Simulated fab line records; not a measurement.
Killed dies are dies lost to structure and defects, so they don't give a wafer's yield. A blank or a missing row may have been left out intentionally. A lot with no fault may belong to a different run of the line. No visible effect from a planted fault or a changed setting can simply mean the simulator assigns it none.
What tool caused it? | flow nand harc | 72 wafers from 24 lots sampled at 6 of the route's 1159 steps

== WHAT THE GAUGES READ, wafer by wafer ==
Not one reading of a measure or inspect step in the record can be checked against a usual standard deviation.

== TOOL THAT RAN EACH LOT (tool first, then ch and the chambers of the sampled wafers, then the start) ==
lot  | NHARC_A_STAIRCASE_DEP_322       | NHARC_A_STAIRCASE_CMP_450     | NHARC_A_STAIRCASE_CMP_152     | NHARC_A_SGD_CUT_DESCUM_14          | NHARC_A_SGD_CUT_ETCH_15        | NHARC_A_SGD_CUT_STRIP_17
L075 | pecvd-04 ch 0,1, day 12 11:28   | cmp-03 ch 1,3, day 13 08:13   | cmp-03 ch 1,3, day 13 08:18   | rie diel-13 ch 2,3, day 13 11:15   | rie diel-13 ch 0,1,3, no start | rie diel-13 ch 1,3, no start
L074 | pecvd-04 ch 0,1,2, day 12 18:00 | cmp-02 ch 0,3, day 13 14:10   | cmp-02 ch 0,3, day 13 14:14   | rie diel-12 ch 0,3, day 13 16:54   | rie diel-12 ch 0,1,3, no start | rie diel-12 ch 0,1,2, no start
L078 | pecvd-01 ch 0,1,2, day 13 10:25 | cmp-01 ch 0,1,2, day 14 07:06 | cmp-01 ch 0,1,2, day 14 07:11 | rie diel-12 ch 0,1,2, day 14 10:04 | rie diel-12 ch 0,1,2, no start | rie diel-12 ch 0,2,3, no start
L077 | pecvd-04 ch 0,2, day 13 10:35   | cmp-03 ch 1,2, day 14 06:47   | cmp-03 ch 1,2, day 14 06:52   | rie diel-08 ch 1,3, day 14 09:35   | rie diel-08 ch 1,2, no start   | rie diel-08 ch 0,1,3, no start
L076 | pecvd-01 ch 0,1,2, day 13 11:06 | cmp-02 ch 0,2,3, day 14 06:58 | cmp-02 ch 0,2,3, day 14 07:02 | rie diel-13 ch 1,2, day 14 09:56   | rie diel-13 ch 1,3, no start   | rie diel-13 ch 2,3, no start
L079 | pecvd-01 ch 0,1, day 14 00:14   | cmp-01 ch 0,1,2, day 15 02:34 | cmp-01 ch 0,1,2, day 15 02:38 | rie diel-13 ch 1,2, day 15 05:22   | rie diel-13 ch 2,3, no start   | rie diel-13 ch 0,1,2, no start
L080 | pecvd-04 ch 0,1,2, day 14 00:26 | cmp-02 ch 1,2, day 15 02:16   | cmp-02 ch 1,2, day 15 02:20   | rie diel-12 ch 0,1,2, day 15 05:11 | rie diel-12 ch 1,2,3, no start | rie diel-12 ch 0,1, no start
L081 | pecvd-01 ch 1,2, day 14 17:32   | cmp-02 ch 0,1,3, day 15 13:40 | cmp-02 ch 0,1,3, day 15 13:44 | rie diel-13 ch 0,1,3, day 15 16:42 | rie diel-13 ch 0,1,3, no start | rie diel-13 ch 0,1,2, no start
L082 | pecvd-04 ch 1,2, day 15 01:22   | cmp-02 ch 1,2,3, day 15 22:47 | cmp-02 ch 1,2,3, day 15 22:52 | rie diel-12 ch 2,3, day 16 03:01   | rie diel-12 ch 1,2,3, no start | rie diel-12 ch 0,1, no start
L084 | pecvd-01 ch 0,2, day 15 07:56   | cmp-02 ch 1,2,3, day 16 02:45 | cmp-02 ch 1,2,3, day 16 02:50 | rie diel-12 ch 1,2, day 16 09:05   | rie diel-12 ch 1,2, no start   | rie diel-12 ch 1,2, no start
L083 | pecvd-04 ch 0,1,2, day 15 08:02 | cmp-01 ch 0,1,2, day 16 02:28 | cmp-01 ch 0,1,2, day 16 02:32 | rie diel-08 ch 0,2,3, day 16 09:03 | rie diel-08 ch 0,2,3, no start | rie diel-08 ch 0,2,3, no start
L085 | pecvd-03 ch 0,1,2, day 15 08:07 | cmp-03 ch 0,1,2, day 16 03:02 | cmp-03 ch 0,1,2, day 16 03:07 | rie diel-13 ch 0,2,3, day 16 09:06 | rie diel-13 ch 0,3, no start   | rie diel-13 ch 1,2, no start
L088 | pecvd-01 ch 0,1, day 16 07:18   | cmp-03 ch 1,2,3, day 17 03:05 | cmp-03 ch 1,2,3, day 17 03:10 | rie diel-12 ch 0,2, day 17 05:55   | rie diel-12 ch 1,3, no start   | rie diel-12 ch 0,2, no start
L087 | pecvd-03 ch 0,1,2, day 16 07:22 | cmp-02 ch 0,1, day 17 04:08   | cmp-02 ch 0,1, day 17 04:12   | rie diel-13 ch 1,2, day 17 06:57   | rie diel-13 ch 2,3, no start   | rie diel-13 ch 2,3, no start
L086 | pecvd-04 ch 0,2, day 16 07:23   | cmp-01 ch 1,2, day 17 03:10   | cmp-01 ch 1,2, day 17 03:14   | rie diel-13 ch 1,3, day 17 06:05   | rie diel-13 ch 0,3, no start   | rie diel-13 ch 0,2, no start
L089 | pecvd-04 ch 0,1, day 16 15:52   | cmp-01 ch 0,3, day 17 12:33   | cmp-01 ch 0,3, day 17 12:38   | rie diel-13 ch 1,2, day 17 15:28   | rie diel-13 ch 0,2,3, no start | rie diel-13 ch 0,1, no start
L090 | pecvd-01 ch 0,1, day 17 02:17   | cmp-02 ch 0,3, day 17 23:08   | cmp-02 ch 0,3, day 17 23:13   | rie diel-08 ch 2,3, day 18 02:10   | rie diel-08 ch 0,2,3, no start | rie diel-08 ch 2,3, no start
L091 | pecvd-01 ch 0,1,2, day 17 08:52 | cmp-03 ch 1,2,3, day 18 06:10 | cmp-03 ch 1,2,3, day 18 06:15 | rie diel-13 ch 1,2,3, day 18 08:55 | rie diel-13 ch 1,2,3, no start | rie diel-13 ch 1,2,3, no start
L092 | pecvd-03 ch 0,2, day 17 08:57   | cmp-03 ch 0,2,3, day 18 04:16 | cmp-03 ch 0,2,3, day 18 04:20 | rie diel-13 ch 1,2,3, day 18 07:07 | rie diel-13 ch 0,1,3, no start | rie diel-13 ch 2,3, no start
L093 | pecvd-04 ch 0,1,2, day 17 23:17 | cmp-03 ch 1,2,3, day 18 17:16 | cmp-03 ch 1,2,3, day 18 17:20 | rie diel-12 ch 0,1,2, day 18 20:13 | rie diel-12 ch 0,1,3, no start | rie diel-12 ch 0,1, no start
L094 | pecvd-04 ch 0,1,2, day 18 03:05 | cmp-03 ch 0,2,3, day 19 00:20 | cmp-03 ch 0,2,3, day 19 00:25 | rie diel-13 ch 2,3, day 19 03:12   | rie diel-13 ch 0,1, no start   | rie diel-13 ch 0,3, no start
L095 | pecvd-03 ch 0,1,2, day 18 09:21 | cmp-03 ch 0,2,3, day 19 04:40 | cmp-03 ch 0,2,3, day 19 04:45 | rie diel-13 ch 0,1,2, day 19 07:18 | rie diel-13 ch 0,1,2, no start | rie diel-13 ch 1,2,3, no start
L096 | pecvd-04 ch 0,1,2, day 18 09:28 | cmp-03 ch 0,2,3, day 19 04:54 | cmp-03 ch 0,2,3, day 19 04:59 | rie diel-08 ch 0,3, day 19 07:50   | rie diel-08 ch 0,2,3, no start | rie diel-08 ch 0,3, no start
L097 | pecvd-04 ch 1,2, day 19 07:19   | cmp-03 ch 0,2,3, day 20 03:01 | cmp-03 ch 0,2,3, day 20 03:06 | rie diel-13 ch 1,2, day 20 06:20   | rie diel-13 ch 0,3, no start   | rie diel-13 ch 2,3, no start
- NHARC_A_STAIRCASE_DEP_322: deposits SiO2, target thk 3800 nm.
- NHARC_A_STAIRCASE_CMP_450: polishes SiO2, target thk 200 nm.
- NHARC_A_STAIRCASE_CMP_152: polishes.
- NHARC_A_SGD_CUT_DESCUM_14: chemistry O2, time 3 s.
- NHARC_A_SGD_CUT_ETCH_15: etches the open film in CH3F/O2, target depth 75 nm, time 64.3 s.
- NHARC_A_SGD_CUT_STRIP_17: strips in O2.

== AS READ BY THE TOOLS THEMSELVES (means over the sampled wafers that have a number; for cases with no such wafer, the mark the record gives instead) ==
NHARC_A_STAIRCASE_DEP_322. Usual: heater power w 633 W, standard deviation 62.
lot  | tool     | heater power w (W) | flag
L075 | pecvd-04 | 619                |
L074 | pecvd-04 | 618                |
L078 | pecvd-01 | 679                |
L077 | pecvd-04 | 574                |
L076 | pecvd-01 | 635                |
L079 | pecvd-01 | 641                |
L080 | pecvd-04 | 609                |
L081 | pecvd-01 | 636                |
L082 | pecvd-04 | 607                |
L084 | pecvd-01 | 637                |
L083 | pecvd-04 | 706                |
L085 | pecvd-03 | 641                |
L088 | pecvd-01 | 611                |
L087 | pecvd-03 | 652                |
L086 | pecvd-04 | 603                |
L089 | pecvd-04 | 644                |
L090 | pecvd-01 | 585                |
L091 | pecvd-01 | 643                |
L092 | pecvd-03 | 694                |
L093 | pecvd-04 | 642                |
L094 | pecvd-04 | 658                |
L095 | pecvd-03 | 707                |
L096 | pecvd-04 | 642                |
L097 | pecvd-04 | 633                |

NHARC_A_STAIRCASE_CMP_450. Usual: motor current A 12.5 A, standard deviation 1.4.
lot  | tool   | motor current A (A) | flag
L075 | cmp-03 | 12.9                |
L074 | cmp-02 | 10.8                |
L078 | cmp-01 | 11.7                |
L077 | cmp-03 | 13.6                |
L076 | cmp-02 | 11.7                |
L079 | cmp-01 | 12.0                |
L080 | cmp-02 | 12.8                |
L081 | cmp-02 | 11.6                |
L082 | cmp-02 | 12.4                |
L084 | cmp-02 | 12.2                |
L083 | cmp-01 | 11.6                |
L085 | cmp-03 | 14.0                |
L088 | cmp-03 | 13.1                |
L087 | cmp-02 | 11.0                |
L086 | cmp-01 | 11.8                |
L089 | cmp-01 | 11.5                |
L090 | cmp-02 | 10.7                |
L091 | cmp-03 | 13.0                |
L092 | cmp-03 | 13.1                |
L093 | cmp-03 | 12.9                |
L094 | cmp-03 | 13.3                |
L095 | cmp-03 | 13.1                |
L096 | cmp-03 | 13.1                |
L097 | cmp-03 | 13.3                |

NHARC_A_STAIRCASE_CMP_152. Usual: motor current A 12.5 A, standard deviation 1.4.
lot  | tool   | motor current A (A) | flag
L075 | cmp-03 | 12.7                |
L074 | cmp-02 | 10.9                |
L078 | cmp-01 | 11.8                |
L077 | cmp-03 | 13.6                |
L076 | cmp-02 | 11.6                |
L079 | cmp-01 | 12.1                |
L080 | cmp-02 | 13.0                |
L081 | cmp-02 | 11.5                |
L082 | cmp-02 | 12.8                |
L084 | cmp-02 | 12.4                |
L083 | cmp-01 | 11.8                |
L085 | cmp-03 | 14.1                |
L088 | cmp-03 | 12.9                |
L087 | cmp-02 | 11.1                |
L086 | cmp-01 | 11.4                |
L089 | cmp-01 | 11.5                |
L090 | cmp-02 | 10.9                |
L091 | cmp-03 | 13.2                |
L092 | cmp-03 | 13.0                |
L093 | cmp-03 | 13.2                |
L094 | cmp-03 | 13.8                |
L095 | cmp-03 | 13.6                |
L096 | cmp-03 | 13.2                |
L097 | cmp-03 | 13.3                |

NHARC_A_SGD_CUT_DESCUM_14. Usual: drypump motor current A 5.7 A, standard deviation 0.34; o2 flow sccm 200.0 sccm, standard deviation 0.61; oes product au 1.001 a.u., standard deviation 0.01; rf vpp V 57.8 V, standard deviation 0.95; showerhead plenum p Torr 1.93 Torr, standard deviation 0.1; throttle valve pct 11.311 %, standard deviation 0.0088.
lot  | tool        | drypump motor current A (A) | o2 flow sccm (sccm) | oes product au (a.u.) | rf vpp V (V) | showerhead plenum p Torr (Torr) | throttle valve pct (%) | flag
L075 | rie diel-13 | 5.8                         | 199.7               | 0.999                 | 58.3         | 2.06                            | 11.304                 |
L074 | rie diel-12 | 6.1                         | 199.8               | 1.008                 | 58.5         | 1.91                            | 11.314                 |
L078 | rie diel-12 | 5.6                         | 200.1               | 0.998                 | 57.3         | 1.87                            | 11.310                 |
L077 | rie diel-08 | 6.1                         | 199.7               | 1.007                 | 57.7         | 1.94                            | 11.308                 |
L076 | rie diel-13 | 5.8                         | 199.8               | 0.989                 | 58.2         | 1.98                            | 11.310                 |
L079 | rie diel-13 | 5.8                         | 200.0               | 0.995                 | 57.3         | 1.98                            | 11.321                 |
L080 | rie diel-12 | 5.6                         | 199.7               | 1.001                 | 57.6         | 1.87                            | 11.312                 |
L081 | rie diel-13 | 5.6                         | 200.0               | 1.002                 | 58.1         | 1.89                            | 11.310                 |
L082 | rie diel-12 | 5.8                         | 200.1               | 1.002                 | 57.9         | 1.97                            | 11.313                 |
L084 | rie diel-12 | 5.1                         | 199.6               | 0.997                 | 57.8         | 1.86                            | 11.314                 |
L083 | rie diel-08 | 5.8                         | 200.1               | 1.002                 | 57.7         | 1.92                            | 11.313                 |
L085 | rie diel-13 | 5.8                         | 199.8               | 0.996                 | 57.9         | 1.97                            | 11.313                 |
L088 | rie diel-12 | 5.9                         | 200.4               | 1.003                 | 58.0         | 1.90                            | 11.309                 |
L087 | rie diel-13 | 5.8                         | 200.0               | 0.988                 | 58.1         | 1.98                            | 11.318                 |
L086 | rie diel-13 | 5.7                         | 199.4               | 1.005                 | 57.9         | 1.98                            | 11.306                 |
L089 | rie diel-13 | 5.7                         | 200.3               | 1.000                 | 58.2         | 1.90                            | 11.312                 |
L090 | rie diel-08 | 5.8                         | 199.5               | 1.009                 | 57.8         | 1.90                            | 11.314                 |
L091 | rie diel-13 | 5.8                         | 199.9               | 0.989                 | 58.1         | 1.97                            | 11.318                 |
L092 | rie diel-13 | 5.8                         | 200.4               | 0.995                 | 57.1         | 1.98                            | 11.309                 |
L093 | rie diel-12 | 5.6                         | 200.3               | 1.003                 | 57.5         | 1.87                            | 11.313                 |
L094 | rie diel-13 | 5.9                         | 199.5               | 0.994                 | 58.2         | 2.04                            | 11.295                 |
L095 | rie diel-13 | 5.7                         | 200.1               | 0.999                 | 57.5         | 1.89                            | 11.304                 |
L096 | rie diel-08 | 5.8                         | 199.3               | 0.999                 | 57.7         | 1.87                            | 11.313                 |
L097 | rie diel-13 | 5.8                         | 200.0               | 1.002                 | 58.1         | 1.97                            | 11.314                 |

NHARC_A_SGD_CUT_ETCH_15. Usual: drypump motor current A 5.7 A, standard deviation 0.32; o2 flow sccm 29.97 sccm, standard deviation 0.095; oes product au 0.968 a.u., standard deviation 0.016; rf vpp V 264.1 V, standard deviation 2.1; showerhead plenum p Torr 2.48 Torr, standard deviation 0.13; throttle valve pct 20.664 %, standard deviation 0.0086.
lot  | tool        | drypump motor current A (A) | o2 flow sccm (sccm) | oes product au (a.u.) | rf vpp V (V) | showerhead plenum p Torr (Torr) | throttle valve pct (%) | flag
L075 | rie diel-13 | 5.7                         | 30.01               | 0.980                 | 263.5        | 2.43                            | 20.663                 |
L074 | rie diel-12 | 5.6                         | 29.93               | 0.972                 | 263.1        | 2.45                            | 20.660                 |
L078 | rie diel-12 | 5.6                         | 29.95               | 0.951                 | 263.7        | 2.41                            | 20.665                 |
L077 | rie diel-08 | 6.1                         | 30.01               | 0.982                 | 264.7        | 2.58                            | 20.658                 |
L076 | rie diel-13 | 5.6                         | 29.95               | 0.970                 | 264.0        | 2.45                            | 20.667                 |
L079 | rie diel-13 | 5.9                         | 29.95               | 0.953                 | 266.2        | 2.63                            | 20.667                 |
L080 | rie diel-12 | 5.4                         | 30.08               | 0.959                 | 264.5        | 2.49                            | 20.660                 |
L081 | rie diel-13 | 5.6                         | 29.95               | 0.966                 | 263.2        | 2.43                            | 20.665                 |
L082 | rie diel-12 | 5.4                         | 30.00               | 0.965                 | 264.2        | 2.49                            | 20.664                 |
L084 | rie diel-12 | 5.1                         | 29.96               | 0.968                 | 263.6        | 2.40                            | 20.677                 |
L083 | rie diel-08 | 5.8                         | 29.97               | 0.968                 | 263.6        | 2.46                            | 20.659                 |
L085 | rie diel-13 | 5.7                         | 29.92               | 0.971                 | 264.2        | 2.53                            | 20.669                 |
L088 | rie diel-12 | 5.4                         | 29.96               | 0.970                 | 264.7        | 2.53                            | 20.667                 |
L087 | rie diel-13 | 5.9                         | 30.14               | 0.963                 | 265.8        | 2.62                            | 20.665                 |
L086 | rie diel-13 | 5.7                         | 29.95               | 0.963                 | 264.5        | 2.53                            | 20.665                 |
L089 | rie diel-13 | 5.8                         | 30.00               | 0.977                 | 265.0        | 2.52                            | 20.669                 |
L090 | rie diel-08 | 5.8                         | 29.97               | 0.933                 | 264.0        | 2.46                            | 20.658                 |
L091 | rie diel-13 | 5.8                         | 29.99               | 0.961                 | 264.3        | 2.54                            | 20.658                 |
L092 | rie diel-13 | 5.6                         | 29.96               | 0.963                 | 263.7        | 2.43                            | 20.666                 |
L093 | rie diel-12 | 5.6                         | 30.00               | 0.969                 | 263.4        | 2.45                            | 20.654                 |
L094 | rie diel-13 | 5.5                         | 29.99               | 0.962                 | 262.2        | 2.34                            | 20.652                 |
L095 | rie diel-13 | 5.7                         | 30.00               | 0.960                 | 264.3        | 2.42                            | 20.669                 |
L096 | rie diel-08 | 5.8                         | 29.87               | 0.966                 | 263.6        | 2.46                            | 20.663                 |
L097 | rie diel-13 | 5.7                         | 30.04               | 1.000                 | 262.7        | 2.41                            | 20.669                 |

NHARC_A_SGD_CUT_STRIP_17. Usual: drypump motor current A 5.7 A, standard deviation 0.35; o2 flow sccm 500.1 sccm, standard deviation 1.5; oes product au 1.002 a.u., standard deviation 0.011; rf vpp V 57.9 V, standard deviation 0.97; showerhead plenum p Torr 3.56 Torr, standard deviation 0.18; throttle valve pct 17.034 %, standard deviation 0.0087.
lot  | tool        | drypump motor current A (A) | o2 flow sccm (sccm) | oes product au (a.u.) | rf vpp V (V) | showerhead plenum p Torr (Torr) | throttle valve pct (%) | flag
L075 | rie diel-13 | 5.6                         | 499.3               | 1.009                 | 57.4         | 3.52                            | 17.027                 |
L074 | rie diel-12 | 5.6                         | 500.2               | 1.015                 | 56.7         | 3.46                            | 17.037                 |
L078 | rie diel-12 | 5.9                         | 500.1               | 1.004                 | 57.8         | 3.58                            | 17.034                 |
L077 | rie diel-08 | 6.0                         | 500.7               | 0.996                 | 58.1         | 3.52                            | 17.032                 |
L076 | rie diel-13 | 5.9                         | 501.0               | 0.992                 | 58.9         | 3.77                            | 17.040                 |
L079 | rie diel-13 | 5.7                         | 501.2               | 1.002                 | 57.8         | 3.49                            | 17.037                 |
L080 | rie diel-12 | 5.7                         | 500.3               | 1.005                 | 57.5         | 3.41                            | 17.037                 |
L081 | rie diel-13 | 5.7                         | 500.9               | 1.002                 | 58.0         | 3.49                            | 17.032                 |
L082 | rie diel-12 | 5.3                         | 498.9               | 0.999                 | 57.5         | 3.40                            | 17.041                 |
L084 | rie diel-12 | 5.1                         | 499.6               | 1.002                 | 57.7         | 3.45                            | 17.036                 |
L083 | rie diel-08 | 5.8                         | 498.4               | 1.015                 | 58.7         | 3.54                            | 17.040                 |
L085 | rie diel-13 | 5.8                         | 499.3               | 0.993                 | 58.1         | 3.64                            | 17.032                 |
L088 | rie diel-12 | 6.1                         | 499.9               | 0.999                 | 58.0         | 3.46                            | 17.027                 |
L087 | rie diel-13 | 5.9                         | 498.0               | 0.993                 | 57.7         | 3.76                            | 17.032                 |
L086 | rie diel-13 | 5.7                         | 499.9               | 1.005                 | 57.0         | 3.46                            | 17.041                 |
L089 | rie diel-13 | 5.5                         | 499.0               | 1.006                 | 57.3         | 3.36                            | 17.030                 |
L090 | rie diel-08 | 5.9                         | 500.8               | 1.011                 | 57.7         | 3.61                            | 17.037                 |
L091 | rie diel-13 | 5.8                         | 500.0               | 0.999                 | 58.1         | 3.64                            | 17.038                 |
L092 | rie diel-13 | 5.9                         | 499.7               | 0.994                 | 59.0         | 3.76                            | 17.034                 |
L093 | rie diel-12 | 5.8                         | 500.6               | 1.005                 | 58.1         | 3.40                            | 17.042                 |
L094 | rie diel-13 | 5.7                         | 501.3               | 1.004                 | 58.2         | 3.62                            | 17.039                 |
L095 | rie diel-13 | 5.8                         | 501.1               | 0.998                 | 58.2         | 3.63                            | 17.042                 |
L096 | rie diel-08 | 5.8                         | 501.4               | 1.005                 | 57.7         | 3.43                            | 17.034                 |
L097 | rie diel-13 | 5.9                         | 500.0               | 1.007                 | 58.6         | 3.76                            | 17.039                 |

== THE ANSWER, worked out from the rows above alone ==
Rule: take the mean of a lot's wafers that have a number; if it is more than 3 standard deviations from the usual mean, the lot is off. A lot without any number at a reading at which 4 lots or more have one is off too. Any other lot the step has rows for is counted as sound. First the gauges in route order, then the tools' own readings, where a lot's mean is used as printed above. At the first step where some lot is off, the reading lying furthest off is the one used; lots without a number count as furthest.
No lot is off on any of the readings shown, so nothing can be concluded from this.

== WHAT WAS PUT IN BY THE SIMULATOR ==
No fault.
